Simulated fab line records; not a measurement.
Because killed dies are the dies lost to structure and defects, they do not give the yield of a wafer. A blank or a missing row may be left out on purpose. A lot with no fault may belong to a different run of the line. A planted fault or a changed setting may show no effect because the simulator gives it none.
Split-lot experiment / flow n5 finfet / 7 lots, 21 wafers read, on a route of 1938 steps

ON THE SPLIT
At N5_BEOL_M11_COAT_05 (resist thk 90 nm), the setting spin rpm was moved away from the recipe's 1500 rpm on 5 of the 21 wafers read, by -7.5% to -4.1%. This setting was run at the recipe's value on the other wafers.

FROM THE SPLIT TO THE READING: what the file shows between them, 2 steps
- N5_BEOL_M11_EBR_07
- N5_BEOL_M11_SOFTBAKE_06: time 60 s

THE READING
CAR-ArF_of_BEOL_M11_COAT_05.thk nm (the simulator's own value, which no gauge read), in nm, at N5_BEOL_M11_DESCUM_16 (chemistry O2, time 7.9 s). The file gives no usual value for it. Average 83.6 nm, standard deviation 0.25 nm, over the 16 wafers here run with the recipe.

wafer=L075.1; tool, chamber at the split=litho track-04, 0; spin rpm as run, rpm=1402; against the recipe=-6.5%; CAR-ArF_of_BEOL_M11_COAT_05.thk nm, nm=86.6; against lot-mates on the recipe=+3.0
wafer=L075.3; tool, chamber at the split=litho track-04, 0; spin rpm as run, rpm=1402; against the recipe=-6.5%; CAR-ArF_of_BEOL_M11_COAT_05.thk nm, nm=86.6; against lot-mates on the recipe=+3.0
wafer=L075.2; tool, chamber at the split=litho track-04, 0; spin rpm as run, rpm=1500; against the recipe=recipe; CAR-ArF_of_BEOL_M11_COAT_05.thk nm, nm=83.6; against lot-mates on the recipe=-
wafer=L081.1; tool, chamber at the split=litho track-04, 0; spin rpm as run, rpm=1393; against the recipe=-7.1%; CAR-ArF_of_BEOL_M11_COAT_05.thk nm, nm=87.2; against lot-mates on the recipe=+3.6
wafer=L081.2; tool, chamber at the split=litho track-04, 0; spin rpm as run, rpm=1500; against the recipe=recipe; CAR-ArF_of_BEOL_M11_COAT_05.thk nm, nm=83.4; against lot-mates on the recipe=-
wafer=L081.5; tool, chamber at the split=litho track-04, 0; spin rpm as run, rpm=1500; against the recipe=recipe; CAR-ArF_of_BEOL_M11_COAT_05.thk nm, nm=83.8; against lot-mates on the recipe=-
wafer=L082.1; tool, chamber at the split=litho track-01, 0; spin rpm as run, rpm=1500; against the recipe=recipe; CAR-ArF_of_BEOL_M11_COAT_05.thk nm, nm=83.4; against lot-mates on the recipe=-
wafer=L082.2; tool, chamber at the split=litho track-01, 0; spin rpm as run, rpm=1438; against the recipe=-4.1%; CAR-ArF_of_BEOL_M11_COAT_05.thk nm, nm=85; against lot-mates on the recipe=+1.7
wafer=L082.5; tool, chamber at the split=litho track-01, 0; spin rpm as run, rpm=1500; against the recipe=recipe; CAR-ArF_of_BEOL_M11_COAT_05.thk nm, nm=83.2; against lot-mates on the recipe=-
wafer=L084.3; tool, chamber at the split=litho track-04, 0; spin rpm as run, rpm=1500; against the recipe=recipe; CAR-ArF_of_BEOL_M11_COAT_05.thk nm, nm=83.4; against lot-mates on the recipe=-
wafer=L084.5; tool, chamber at the split=litho track-04, 0; spin rpm as run, rpm=1388; against the recipe=-7.5%; CAR-ArF_of_BEOL_M11_COAT_05.thk nm, nm=86.6; against lot-mates on the recipe=+3.1
wafer=L084.6; tool, chamber at the split=litho track-04, 0; spin rpm as run, rpm=1500; against the recipe=recipe; CAR-ArF_of_BEOL_M11_COAT_05.thk nm, nm=83.6; against lot-mates on the recipe=-
wafer=L094.3; tool, chamber at the split=litho track-02, 0; spin rpm as run, rpm=1500; against the recipe=recipe; CAR-ArF_of_BEOL_M11_COAT_05.thk nm, nm=83.2; against lot-mates on the recipe=-
wafer=L094.5; tool, chamber at the split=litho track-02, 0; spin rpm as run, rpm=1500; against the recipe=recipe; CAR-ArF_of_BEOL_M11_COAT_05.thk nm, nm=83.2; against lot-mates on the recipe=-
wafer=L094.4; tool, chamber at the split=litho track-02, 0; spin rpm as run, rpm=1500; against the recipe=recipe; CAR-ArF_of_BEOL_M11_COAT_05.thk nm, nm=83.6; against lot-mates on the recipe=-
wafer=L096.2; tool, chamber at the split=litho track-04, 0; spin rpm as run, rpm=1500; against the recipe=recipe; CAR-ArF_of_BEOL_M11_COAT_05.thk nm, nm=84; against lot-mates on the recipe=-
wafer=L096.4; tool, chamber at the split=litho track-04, 0; spin rpm as run, rpm=1500; against the recipe=recipe; CAR-ArF_of_BEOL_M11_COAT_05.thk nm, nm=84; against lot-mates on the recipe=-
wafer=L096.3; tool, chamber at the split=litho track-04, 0; spin rpm as run, rpm=1500; against the recipe=recipe; CAR-ArF_of_BEOL_M11_COAT_05.thk nm, nm=83.6; against lot-mates on the recipe=-
wafer=L097.3; tool, chamber at the split=litho track-02, 0; spin rpm as run, rpm=1500; against the recipe=recipe; CAR-ArF_of_BEOL_M11_COAT_05.thk nm, nm=83.8; against lot-mates on the recipe=-
wafer=L097.5; tool, chamber at the split=litho track-02, 0; spin rpm as run, rpm=1500; against the recipe=recipe; CAR-ArF_of_BEOL_M11_COAT_05.thk nm, nm=83.6; against lot-mates on the recipe=-
wafer=L097.6; tool, chamber at the split=litho track-02, 0; spin rpm as run, rpm=1500; against the recipe=recipe; CAR-ArF_of_BEOL_M11_COAT_05.thk nm, nm=83.6; against lot-mates on the recipe=-

THE FIT
A straight line over all 21 wafers: CAR-ArF_of_BEOL_M11_COAT_05.thk nm changes by -0.452 nm for each +1% of spin rpm; r = -0.98; the points scatter about the line by 0.28 nm.
The same after taking each lot's own level away (the mean of its wafers on the recipe; 21 wafers): -0.455 nm for each +1%; r = -0.99; scatter 0.18 nm.
On that fit, the largest move of spin rpm shifts the reading by 3.4 nm.
Measured against the standard deviation above, the lots' own levels, which go from 83.30 to 83.87 nm, span 2.3 times it.
Consequently the slope shifts little with the lot-to-lot level, the two slopes agreeing.
Check: with one of the wafers moved furthest among these (-7.5%) left out of the fit, the line predicts +3.5 nm for it against its lot-mates. It came out at +3.1 nm against them.

THESE WAFERS: OTHER SPLITS
Before the reading, these wafers also passed through other splits. Each is held against what the fit with the lots' levels taken away leaves over:
other split on the same wafers=N5_BEOL_M10_COAT_05 spin rpm; wafers away from the commonest value=7; r with CAR-ArF_of_BEOL_M11_COAT_05.thk nm (lot level and that fit taken away)=-0.12
other split on the same wafers=N5_BEOL_M11_COAT_59 spin rpm; wafers away from the commonest value=8; r with CAR-ArF_of_BEOL_M11_COAT_05.thk nm (lot level and that fit taken away)=+0.23

THE WHOLE CHAIN: every reading that the file lists as answering this split, in the file's order
step=N5_BEOL_M11_COAT_05; what it does=resist thk 90 nm; reading=CAR-ArF_of_BEOL_M11_COAT_05.thk nm (the simulator's own value, which no gauge read); change (the file's fit)=-0.457 nm for each +1% of the setting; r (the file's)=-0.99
step=N5_BEOL_M11_DESCUM_16; what it does=chemistry O2, time 7.9 s; reading=CAR-ArF_of_BEOL_M11_COAT_05.thk nm (the simulator's own value, which no gauge read); change (the file's fit)=-0.453 nm for each +1% of the setting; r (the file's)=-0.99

THE FILE'S OWN FIT
CAR-ArF_of_BEOL_M11_COAT_05.thk nm changes by -0.453 nm for each +1% of spin rpm, r = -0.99.
